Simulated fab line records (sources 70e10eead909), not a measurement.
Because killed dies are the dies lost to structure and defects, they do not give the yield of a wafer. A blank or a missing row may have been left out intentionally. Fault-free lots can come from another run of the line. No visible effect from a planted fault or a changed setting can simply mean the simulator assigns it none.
fab line records	flow nand-harc
[record] lots = 24	wafers = 72	last-day = 33
route steps=1302 shown P_BONDPAD@365 A_ONON_D1@449 A_CHANNEL_HOLE_D1@451
lots that met no fault: taken from a fault-free run of the same line
start-h: the number of hours between the record's first day and the start of the first shown wafer of the lot	wait-h: hours elapsed since this lot's preceding step	" repeats the value in the row above	L1.1+2: one row covering several wafers at once	- value missing, or start not given	* or withheld: withheld	< > ~ a bound
route shown NAME@n: a module of which the file shows steps, and the number in the route of the first	usual: mean/standard deviation of fault-free wafers	same: alike in all rows	chamber/n: place in a boat	sites: readings site by site	_std_site: the values' standard deviation	_edge_site: the outer-site mean with the inner-site mean subtracted	radius-mm: for every site, how far away it sits from the centre of the wafer	mask NAME#n: copy n	behind: the tool/chamber that last shaped the wafer	hold: the reason the lot was held/the length of the hold in hours/how it ended	device: names the non-switching transistor (n, p or np)	end of line: at the end of the route, the tests of the same wafers	a step with no rows: only its recipe	killed: count of dies lost to structure and defects at first sort (not the wafer's yield)	map: dies across one wafer; x = killed, . = not, _ = none there
set.NAME: the setting as run; set.NAME@STEP: as run at that earlier step	model.NAME: the simulator's own value behind a step, which no gauge read
a sample of lots followed through the steps of the route, with each step as a table and each wafer as a row
services: the hour from which a tool's chamber was out of use, counted from the record's first day as start-h (under 0 if before that day), plus the number of hours and why
[[steps]]
[step NHARC_P_BONDPAD_OVL_MEAS_38]
[usual] overlay-x-nm = 0/7	overlay-y-nm = -2/6
lot.wafer	tool	chamber	start-h	wait-h	overlay-x-nm	overlay-y-nm
L074.1	overlay-02	-	135.43	-	9	13
L074.3	"	-	"	"	9	13
L074.4	"	-	"	"	9	13
L075.1	overlay-01	-	152.82	-	4	-6
L075.3	"	-	"	"	4	-6
L075.5	"	-	"	"	5	-6
L076.2	overlay-02	-	162.58	-	-1	-12
L076.4	"	-	"	"	-2	-12
L076.5	"	-	"	"	-1	-13
L077.1	overlay-01	-	165.18	-	-10	-5
L077.2	"	-	"	"	-10	-5
L077.3	"	-	"	"	-10	-4
L078.4	overlay-01	-	171.85	-	12	-9
L078.5	"	-	"	"	12	-8
L078.6	"	-	"	"	12	-9
L079.1	overlay-02	-	185.94	-	1	4
L079.4	"	-	"	"	1	3
L079.6	"	-	"	"	1	3
L080.1	overlay-01	-	196.91	-	-7	-1
L080.4	"	-	"	"	-7	-1
L080.5	"	-	"	"	-7	-1
L081.3	overlay-02	-	202.19	-	-5	-3
L081.4	"	-	"	"	-5	-2
L081.5	"	-	"	"	-5	-2
L082.4	overlay-02	-	213.10	-	5	-4
L082.5	"	-	"	"	5	-5
L082.6	"	-	"	"	5	-4
L083.3	overlay-02	-	226.55	-	-6	13
L083.5	"	-	"	"	-6	13
L083.6	"	-	"	"	-5	13
L084.3	overlay-01	-	231.29	-	5	-1
L084.4	"	-	"	"	5	-2
L084.6	"	-	"	"	6	-2
L085.1	overlay-01	-	243.81	-	-6	-2
L085.5	"	-	"	"	-6	-2
L085.6	"	-	"	"	-6	-2
L086.1	overlay-01	-	252.63	-	-6	1
L086.4	"	-	"	"	-6	1
L086.5	"	-	"	"	-6	1
L087.2	overlay-01	-	263.81	-	-8	-6
L087.3	"	-	"	"	-9	-7
L087.5	"	-	"	"	-9	-6
L089.1	overlay-02	-	284.55	-	-7	-7
L089.2	"	-	"	"	-6	-7
L089.6	"	-	"	"	-7	-7
L088.1	overlay-01	-	284.71	-	3	3
L088.3	"	-	"	"	3	3
L088.4	"	-	"	"	3	3
L090.2	overlay-01	-	305.11	-	-12	-4
L090.4	"	-	"	"	-12	-3
L090.5	"	-	"	"	-11	-3
L091.1	overlay-01	-	308.75	-	-8	5
L091.3	"	-	"	"	-9	5
L091.4	"	-	"	"	-8	4
L092.1	overlay-01	-	318.34	-	-1	-5
L092.4	"	-	"	"	-1	-5
L092.6	"	-	"	"	-1	-4
L094.3	overlay-02	-	335.07	-	8	-10
L094.4	"	-	"	"	8	-10
L094.5	"	-	"	"	8	-11
L093.2	overlay-02	-	335.95	-	-3	1
L093.4	"	-	"	"	-3	1
L093.6	"	-	"	"	-3	1
L095.2	overlay-01	-	355.25	-	2	0
L095.4	"	-	"	"	1	-1
L095.6	"	-	"	"	1	-1
L096.1	overlay-01	-	361.78	-	8	0
L096.3	"	-	"	"	7	0
L096.6	"	-	"	"	8	0
L097.1	overlay-01	-	374.14	-	12	-2
L097.4	"	-	"	"	11	-3
L097.5	"	-	"	"	12	-2
[step NHARC_P_BONDPAD_CD_MEAS_13]
[usual] cd-nm = 498.8/1.5
lot.wafer	tool	chamber	start-h	wait-h	cd-nm
L074.1	cd-sem-03	-	135.86	-	498.1
L074.3	"	-	"	"	498.0
L074.4	"	-	"	"	499.1
L075.1	cd-sem-01	-	153.25	-	497.9
L075.3	"	-	"	"	495.1
L075.5	"	-	"	"	497.3
L076.2	cd-sem-01	-	163.02	-	498.6
L076.4	"	-	"	"	495.4
L076.5	"	-	"	"	498.9
L077.1	cd-sem-02	-	165.62	-	501.8
L077.2	"	-	"	"	499.5
L077.3	"	-	"	"	498.8
L078.4	cd-sem-01	-	172.31	-	498.8
L078.5	"	-	"	"	499.2
L078.6	"	-	"	"	497.0
L079.1	cd-sem-02	-	186.37	-	496.3
L079.4	"	-	"	"	499.7
L079.6	"	-	"	"	497.7
L080.1	cd-sem-02	-	197.35	-	497.4
L080.4	"	-	"	"	498.3
L080.5	"	-	"	"	498.0
L081.3	cd-sem-02	-	202.64	-	502.2
L081.4	"	-	"	"	499.2
L081.5	"	-	"	"	499.0
L082.4	cd-sem-02	-	213.54	-	499.1
L082.5	"	-	"	"	498.3
L082.6	"	-	"	"	500.9
L083.3	cd-sem-03	-	227.00	-	498.8
L083.5	"	-	"	"	497.7
L083.6	"	-	"	"	497.6
L084.3	cd-sem-03	-	231.73	-	499.3
L084.4	"	-	"	"	500.6
L084.6	"	-	"	"	498.6
L085.1	cd-sem-01	-	244.25	-	498.3
L085.5	"	-	"	"	502.5
L085.6	"	-	"	"	498.2
L086.1	cd-sem-02	-	253.07	-	499.1
L086.4	"	-	"	"	498.7
L086.5	"	-	"	"	498.9
L087.2	cd-sem-02	-	264.25	-	499.2
L087.3	"	-	"	"	498.4
L087.5	"	-	"	"	499.1
L089.1	cd-sem-03	-	284.98	-	501.7
L089.2	"	-	"	"	499.2
L089.6	"	-	"	"	499.7
L088.1	cd-sem-01	-	285.15	-	500.2
L088.3	"	-	"	"	499.1
L088.4	"	-	"	"	496.0
L090.2	cd-sem-03	-	305.55	-	499.7
L090.4	"	-	"	"	497.3
L090.5	"	-	"	"	499.6
L091.1	cd-sem-01	-	309.19	-	498.7
L091.3	"	-	"	"	499.5
L091.4	"	-	"	"	498.3
L092.1	cd-sem-01	-	318.78	-	499.1
L092.4	"	-	"	"	499.6
L092.6	"	-	"	"	498.6
L094.3	cd-sem-01	-	335.51	-	497.3
L094.4	"	-	"	"	498.6
L094.5	"	-	"	"	500.3
L093.2	cd-sem-02	-	336.39	-	500.3
L093.4	"	-	"	"	500.5
L093.6	"	-	"	"	499.8
L095.2	cd-sem-03	-	355.69	-	497.0
L095.4	"	-	"	"	497.7
L095.6	"	-	"	"	498.0
L096.1	cd-sem-02	-	362.22	-	499.0
L096.3	"	-	"	"	500.1
L096.6	"	-	"	"	501.6
L097.1	cd-sem-03	-	374.58	-	499.7
L097.4	"	-	"	"	500.0
L097.5	"	-	"	"	495.5
[step NHARC_P_BONDPAD_ANNEAL_28]
[recipe] temp-c = 225	time-s = 90
[usual] wafer_temp_C_max = 226.2/0.56
lot.wafer	tool	chamber	start-h	wait-h	wafer_temp_C_max
L074.1	rtp-anneal-02	0	137.24	0.3	226.4
L074.3	"	0	"	"	226.1
L074.4	"	0	"	"	226.5
L075.1	rtp-anneal-01	0	154.67	-	225.6
L075.3	"	0	"	"	225.5
L075.5	"	0	"	"	225.6
L076.2	rtp-anneal-02	0	164.42	-	226.4
L076.4	"	0	"	"	226.9
L076.5	"	0	"	"	226.2
L077.1	rtp-anneal-01	0	166.99	-	225.6
L077.2	"	0	"	"	226.1
L077.3	"	0	"	"	225.8
L078.4	rtp-anneal-01	0	173.82	0.3	225.4
L078.5	"	0	"	"	225.5
L078.6	"	0	"	"	225.2
L079.1	rtp-anneal-01	0	187.74	-	225.6
L079.4	"	0	"	"	225.6
L079.6	"	0	"	"	225.6
L080.1	rtp-anneal-02	0	198.71	0.3	227.2
L080.4	"	0	"	"	226.8
L080.5	"	0	"	"	226.5
L081.3	rtp-anneal-01	0	204.10	0.3	225.6
L081.4	"	0	"	"	225.3
L081.5	"	0	"	"	225.6
L082.4	rtp-anneal-02	0	215.05	-	226.5
L082.5	"	0	"	"	226.7
L082.6	"	0	"	"	226.6
L083.3	rtp-anneal-02	0	228.47	0.3	227.1
L083.5	"	0	"	"	226.7
L083.6	"	0	"	"	226.2
L084.3	rtp-anneal-02	0	233.19	-	226.5
L084.4	"	0	"	"	226.5
L084.6	"	0	"	"	226.8
L085.1	rtp-anneal-02	0	245.61	-	226.2
L085.5	"	0	"	"	226.6
L085.6	"	0	"	"	226.7
L086.1	rtp-anneal-01	0	254.43	-	225.7
L086.4	"	0	"	"	225.7
L086.5	"	0	"	"	225.6
L087.2	rtp-anneal-02	0	265.66	-	226.4
L087.3	"	0	"	"	227.0
L087.5	"	0	"	"	226.7
L089.1	rtp-anneal-02	0	286.34	0.3	226.5
L089.2	"	0	"	"	226.4
L089.6	"	0	"	"	226.8
L088.1	rtp-anneal-01	0	286.52	0.3	225.4
L088.3	"	0	"	"	225.6
L088.4	"	0	"	"	225.6
L090.2	rtp-anneal-01	0	306.98	0.4	225.8
L090.4	"	0	"	"	225.8
L090.5	"	0	"	"	225.6
L091.1	rtp-anneal-02	0	310.59	-	226.3
L091.3	"	0	"	"	226.6
L091.4	"	0	"	"	226.4
L092.1	rtp-anneal-01	0	320.20	0.3	225.8
L092.4	"	0	"	"	225.5
L092.6	"	0	"	"	225.5
L094.3	rtp-anneal-02	0	336.97	-	227.3
L094.4	"	0	"	"	226.3
L094.5	"	0	"	"	225.9
L093.2	rtp-anneal-01	0	337.80	-	225.7
L093.4	"	0	"	"	225.4
L093.6	"	0	"	"	225.7
L095.2	rtp-anneal-02	0	357.09	-	226.3
L095.4	"	0	"	"	226.6
L095.6	"	0	"	"	226.7
L096.1	rtp-anneal-01	0	363.60	-	225.7
L096.3	"	0	"	"	225.6
L096.6	"	0	"	"	225.7
L097.1	rtp-anneal-02	0	375.94	-	226.5
L097.4	"	0	"	"	227.1
L097.5	"	0	"	"	226.2
[step NHARC_A_ONON_D1_INSPECT_32]
[usual] raw-defect-count = 68/26
lot.wafer	tool	chamber	start-h	wait-h	raw-defect-count
L074.1	defect-inspect-02	-	172.89	0.0	98
L074.3	"	-	"	"	123
L074.4	"	-	"	"	138
L075.1	defect-inspect-01	-	192.02	0.0	34
L075.3	"	-	"	"	58
L075.5	"	-	"	"	55
L076.2	defect-inspect-02	-	200.76	0.0	69
L076.4	"	-	"	"	80
L076.5	"	-	"	"	62
L077.1	defect-inspect-01	-	204.62	0.0	56
L077.2	"	-	"	"	53
L077.3	"	-	"	"	54
L078.4	defect-inspect-01	-	211.11	0.0	57
L078.5	"	-	"	"	80
L078.6	"	-	"	"	100
L079.1	defect-inspect-01	-	227.32	0.0	38
L079.4	"	-	"	"	60
L079.6	"	-	"	"	46
L080.1	defect-inspect-02	-	235.90	0.0	68
L080.4	"	-	"	"	63
L080.5	"	-	"	"	80
L081.3	defect-inspect-02	-	241.37	0.0	161
L081.4	"	-	"	"	121
L081.5	"	-	"	"	194
L082.4	defect-inspect-02	-	257.21	0.0	51
L082.5	"	-	"	"	59
L082.6	"	-	"	"	51
L083.3	defect-inspect-02	-	268.55	0.0	121
L083.5	"	-	"	"	42
L083.6	"	-	"	"	57
L084.3	defect-inspect-01	-	272.55	0.0	95
L084.4	"	-	"	"	123
L084.6	"	-	"	"	72
L085.1	defect-inspect-02	-	284.48	0.0	48
L085.5	"	-	"	"	68
L085.6	"	-	"	"	25
L086.1	defect-inspect-02	-	293.20	0.0	69
L086.4	"	-	"	"	50
L086.5	"	-	"	"	39
L087.2	defect-inspect-01	-	308.79	0.0	33
L087.3	"	-	"	"	41
L087.5	"	-	"	"	51
L089.1	defect-inspect-01	-	324.72	0.0	131
L089.2	"	-	"	"	60
L089.6	"	-	"	"	68
L088.1	defect-inspect-02	-	324.76	0.0	60
L088.3	"	-	"	"	59
L088.4	"	-	"	"	51
L090.2	defect-inspect-01	-	347.79	0.0	63
L090.4	"	-	"	"	77
L090.5	"	-	"	"	79
L091.1	defect-inspect-02	-	347.92	0.0	57
L091.3	"	-	"	"	76
L091.4	"	-	"	"	48
L092.1	defect-inspect-01	-	358.88	0.0	65
L092.4	"	-	"	"	66
L092.6	"	-	"	"	84
L093.2	defect-inspect-02	-	378.15	0.0	62
L093.4	"	-	"	"	63
L093.6	"	-	"	"	66
L094.3	defect-inspect-02	-	378.42	0.0	94
L094.4	"	-	"	"	65
L094.5	"	-	"	"	50
L095.2	defect-inspect-02	-	394.95	0.0	41
L095.4	"	-	"	"	66
L095.6	"	-	"	"	77
L096.1	defect-inspect-02	-	402.04	0.0	82
L096.3	"	-	"	"	58
L096.6	"	-	"	"	60
L097.1	defect-inspect-02	-	413.75	0.0	52
L097.4	"	-	"	"	94
L097.5	"	-	"	"	70
[step NHARC_A_CHANNEL_HOLE_D1_DEP_01]
[recipe] target-thk-a = 1400	target-thk-nm = 140	temp-c = 400	pressure-torr = 3.5	flow-sccm = 200	rf-w = 350	material = SiON
[usual] heater-power-w = 748/98	rf-fwd-power-W = 348.4/1.1
lot.wafer	tool	chamber	start-h	wait-h	heater-power-w	rf-fwd-power-W
L074.3	pecvd-04	0	174.86	1.0	882	348.6
L074.1	"	1	"	"	581	347.2
L074.4	"	1	"	"	602	348.0
L075.1	pecvd-04	0	195.25	1.6	750	348.4
L075.3	"	2	"	"	775	348.4
L075.5	"	0	"	"	762	347.9
L076.2	pecvd-01	2	202.74	1.3	684	345.5
L076.4	"	1	"	"	693	350.5
L076.5	"	0	"	"	720	348.7
L077.3	pecvd-01	0	210.31	1.0	819	348.4
L077.1	"	1	"	"	744	350.0
L077.2	"	2	"	"	675	347.2
L078.4	pecvd-01	2	215.87	0.8	599	346.8
L078.6	"	0	"	"	778	349.7
L078.5	"	1	"	"	750	348.4
L079.1	pecvd-03	1	229.31	1.6	664	351.7
L079.6	"	2	"	"	782	349.1
L079.4	"	0	"	"	916	348.8
L080.1	pecvd-03	2	240.45	1.7	813	348.3
L080.5	"	0	"	"	825	348.0
L080.4	"	1	"	"	656	349.9
L081.3	pecvd-04	2	244.79	1.0	817	347.4
L081.5	"	0	"	"	782	349.5
L081.4	"	1	"	"	592	346.7
L082.4	pecvd-04	1	262.95	0.7	630	350.3
L082.5	"	2	"	"	752	348.9
L082.6	"	0	"	"	732	349.3
L083.3	pecvd-03	0	270.56	1.0	923	347.5
L083.6	"	1	"	"	567	349.8
L083.5	"	0	"	"	899	348.0
L084.3	pecvd-03	0	274.80	1.0	886	348.0
L084.6	"	1	"	"	677	347.3
L084.4	"	0	"	"	917	348.2
L085.1	pecvd-03	0	287.66	1.6	876	349.3
L085.5	"	0	"	"	926	349.6
L085.6	"	2	"	"	839	348.2
L086.1	pecvd-01	0	295.17	1.6	850	347.6
L086.4	"	1	"	"	681	349.7
L086.5	"	0	"	"	705	348.0
L087.3	pecvd-04	1	315.65	1.0	588	348.7
L087.2	"	0	"	"	917	349.2
L087.5	"	0	"	"	904	349.7
L089.2	pecvd-04	0	326.72	1.3	851	347.8
L089.1	"	1	"	"	666	347.0
L089.6	"	1	"	"	673	348.1
L088.3	pecvd-01	2	326.75	1.0	609	348.5
L088.1	"	1	"	"	650	348.8
L088.4	"	1	"	"	624	348.7
L090.2	pecvd-04	1	349.79	1.3	650	347.5
L090.5	"	1	"	"	650	347.7
L090.4	"	2	"	"	709	346.4
L091.1	pecvd-01	0	349.93	1.6	805	350.6
L091.3	"	2	"	"	592	345.3
L091.4	"	2	"	"	607	347.2
L092.1	pecvd-03	1	363.83	1.6	687	349.1
L092.6	"	2	"	"	736	346.6
L092.4	"	0	"	"	791	349.3
L093.2	pecvd-03	1	381.37	1.4	696	349.4
L093.4	"	0	"	"	903	349.3
L093.6	"	1	"	"	689	348.3
L094.3	pecvd-01	1	381.75	1.0	619	348.4
L094.5	"	1	"	"	639	348.0
L094.4	"	2	"	"	576	347.1
L095.2	pecvd-04	2	396.98	1.3	755	348.8
L095.6	"	1	"	"	670	346.8
L095.4	"	2	"	"	732	349.8
L096.1	pecvd-04	2	407.86	1.6	747	347.9
L096.3	"	0	"	"	933	348.3
L096.6	"	1	"	"	653	347.1
L097.1	pecvd-03	0	415.82	1.7	770	350.1
L097.4	"	0	"	"	773	348.5
L097.5	"	1	"	"	641	348.1
[step NHARC_A_CHANNEL_HOLE_D1_ETCH_19]
[recipe] bias-v = 1200	source-w = 2500	pressure-mtorr = 15	time-s = 34.5	ar-flow-sccm = 375	c4f8-flow-sccm = 28.8	o2-flow-sccm = 96.2	temp-c = -20	target-depth-a = *	chemistry = C4F8/O2/Ar
[usual] drypump-motor-current-A = 6.0/0.41	mfc-ar-sccm = 375.2/1.2	rf-fwd-power-W = 2454/14	showerhead-plenum-p-Torr = 3.77/0.098	throttle-valve-pct = 37.038/0.008
lot.wafer	tool	chamber	start-h	wait-h	drypump-motor-current-A	mfc-ar-sccm	rf-fwd-power-W	rf-hours-counter-h	showerhead-plenum-p-Torr	throttle-valve-pct
L074.1	har-etch-02	0	176.82	0.1	5.4	375.9	2438	291	3.66	37.037
L074.4	"	0	"	"	5.4	375.5	2435	-	3.66	37.041
L074.3	"	1	"	"	6.6	374.7	2466	-	3.82	37.036
L075.1	har-etch-01	1	197.35	0.1	6.2	373.8	2449	95	3.77	37.038
L075.3	"	1	"	"	6.2	374.1	2455	-	3.78	37.029
L075.5	"	1	"	"	6.2	372.9	2453	-	3.77	37.040
L076.2	har-etch-02	1	204.82	0.1	6.6	375.7	2467	306	3.81	37.042
L076.4	"	1	"	"	6.7	375.6	2461	-	3.81	37.037
L076.5	"	1	"	"	6.6	376.4	2473	-	3.81	37.050
L077.1	har-etch-01	0	212.60	0.1	5.9	375.6	2470	103	3.92	37.043
L077.2	"	1	"	"	6.2	375.8	2442	103	3.77	37.025
L077.3	"	1	"	"	6.2	375.0	2438	-	3.77	37.044
L078.4	har-etch-01	0	220.66	2.8	5.9	374.4	2468	-	3.92	37.039
L078.5	"	0	"	"	5.9	375.2	2471	-	3.92	37.023
L078.6	"	1	"	"	6.2	376.0	2452	-	3.77	37.040
L079.1	har-etch-01	1	231.47	0.1	6.2	376.8	2455	118	3.76	37.040
L079.4	"	0	"	"	5.9	376.0	2458	-	3.92	37.037
L079.6	"	1	"	"	6.2	376.0	2452	-	3.76	37.050
L080.1	har-etch-02	1	244.54	2.1	6.6	375.5	2473	329	3.79	37.041
L080.4	"	0	"	"	5.5	375.2	2444	-	3.64	37.041
L080.5	"	0	"	"	5.4	374.6	2437	-	3.64	37.038
L081.3	har-etch-02	0	248.72	2.0	5.4	374.8	2442	-	3.64	37.045
L081.4	"	1	"	"	6.6	377.5	2467	-	3.79	37.042
L081.5	"	1	"	"	6.6	376.4	2460	-	3.79	37.028
L082.4	har-etch-01	1	267.57	2.7	6.2	374.4	2451	-	3.75	37.036
L082.6	"	1	"	"	6.2	375.5	2449	-	3.75	37.040
L082.5	"	0	"	"	5.9	374.3	2467	-	3.90	37.021
L083.3	har-etch-02	1	272.53	0.1	6.6	376.4	2474	-	3.78	37.048
L083.5	"	0	"	"	5.4	376.2	2432	-	3.63	37.028
L083.6	"	1	"	"	6.6	376.9	2477	-	3.78	37.053
L084.3	har-etch-02	1	276.87	0.1	6.6	376.6	2470	-	3.78	37.043
L084.4	"	0	"	"	5.4	374.8	2440	-	3.63	37.026
L084.6	"	0	"	"	5.4	376.0	2433	-	3.63	37.047
L085.1	har-etch-02	0	289.83	0.1	5.4	378.3	2443	356	3.63	37.050
L085.6	"	0	"	"	5.4	376.8	2439	-	3.63	37.039
L085.5	"	1	"	"	6.6	372.9	2461	-	3.78	37.042
L086.1	har-etch-01	0	297.36	0.1	5.9	374.2	2466	152	3.90	37.042
L086.4	"	0	"	"	5.9	374.5	2466	-	3.90	37.034
L086.5	"	1	"	"	6.2	373.6	2442	-	3.74	37.037
L087.2	har-etch-02	1	319.79	2.1	6.6	376.1	2473	367	3.77	37.039
L087.3	"	1	"	"	6.6	376.3	2480	-	3.77	37.037
L087.5	"	1	"	"	6.6	374.7	2476	-	3.77	37.037
L089.2	har-etch-02	1	331.87	3.1	6.6	375.4	2480	379	3.76	37.024
L089.1	"	0	"	"	5.4	375.8	2447	379	3.61	37.032
L089.6	"	0	"	"	5.4	373.5	2445	-	3.61	37.047
L088.1	har-etch-01	0	332.24	3.0	5.9	378.0	2451	171	3.88	37.017
L088.4	"	0	"	"	5.9	373.9	2467	-	3.88	37.045
L088.3	"	1	"	"	6.2	374.6	2440	-	3.73	37.038
L090.2	har-etch-02	1	351.75	0.1	6.6	374.6	2456	390	3.76	37.046
L090.4	"	0	"	"	5.4	374.9	2443	-	3.61	37.047
L090.5	"	1	"	"	6.6	376.2	2466	-	3.76	37.033
L091.1	har-etch-01	0	352.03	0.1	5.9	375.5	2457	183	3.88	37.034
L091.4	"	1	"	"	6.2	372.8	2435	-	3.72	37.040
L091.3	"	0	"	"	5.9	375.5	2465	-	3.88	37.054
L092.1	har-etch-01	0	366.20	0.1	5.9	374.7	2463	190	3.87	37.039
L092.4	"	0	"	"	5.9	374.8	2467	-	3.87	37.040
L092.6	"	0	"	"	5.9	374.8	2459	-	3.87	37.026
L093.2	har-etch-01	0	383.29	0.1	5.9	375.8	2472	202	3.87	37.028
L093.4	"	0	"	"	5.9	374.0	2478	-	3.87	37.046
L093.6	"	1	"	"	6.2	375.2	2437	-	3.71	37.041
L094.4	har-etch-01	0	387.43	3.5	5.9	374.6	2466	-	3.86	37.040
L094.3	"	1	"	"	6.2	376.9	2448	-	3.71	37.033
L094.5	"	1	"	"	6.2	375.5	2429	-	3.71	37.026
L095.2	har-etch-02	0	399.03	0.1	5.4	373.8	2426	0	3.99	37.058
L095.4	"	0	"	"	5.4	375.5	2426	-	3.99	37.027
L095.6	"	1	"	"	6.6	375.4	2470	-	3.75	37.040
L096.1	har-etch-01	0	410.54	0.8	5.9	376.0	2470	225	3.85	37.037
L096.3	"	1	"	"	6.2	376.0	2436	-	3.70	37.028
L096.6	"	0	"	"	5.9	376.6	2470	-	3.85	37.033
L097.1	har-etch-01	1	417.78	0.1	6.2	374.4	2436	229	3.70	37.019
L097.4	"	0	"	"	5.9	375.1	2452	-	3.85	37.052
L097.5	"	0	"	"	5.9	374.5	2454	-	3.85	37.044
[[services]]
tool	chamber	start-h	hours	kind
pecvd-01	-	130.03	13.0	pm
pecvd-03	-	185.25	13.0	pm
pecvd-01	1	189.87	3.7	repair
pecvd-03	-	233.94	0.7	repair
har-etch-02	-	242.88	0.3	repair
pecvd-03	1	254.41	4.9	repair
pecvd-04	-	265.02	1.7	repair
pecvd-04	-	269.09	13.0	pm
pecvd-01	2	285.34	10.2	repair
pecvd-03	1	285.71	4.9	repair
pecvd-01	-	308.20	0.3	repair
pecvd-01	-	311.03	13.0	pm
har-etch-01	-	315.20	4.6	repair
pecvd-03	2	326.94	4.7	repair
pecvd-01	-	362.70	0.5	repair
pecvd-03	-	366.25	13.0	pm
rtp-anneal-01	-	372.00	12.0	pm
pecvd-04	2	375.77	12.0	repair
har-etch-02	-	381.82	17.0	pm
har-etch-02	0	381.82	17.0	vent-cycle
har-etch-02	1	381.82	17.0	vent-cycle
har-etch-02	0	398.82	-	clean
har-etch-02	0	398.82	-	consumable-replace:focus-ring
pecvd-03	1	402.40	3.5	repair
[[key]]
fault none
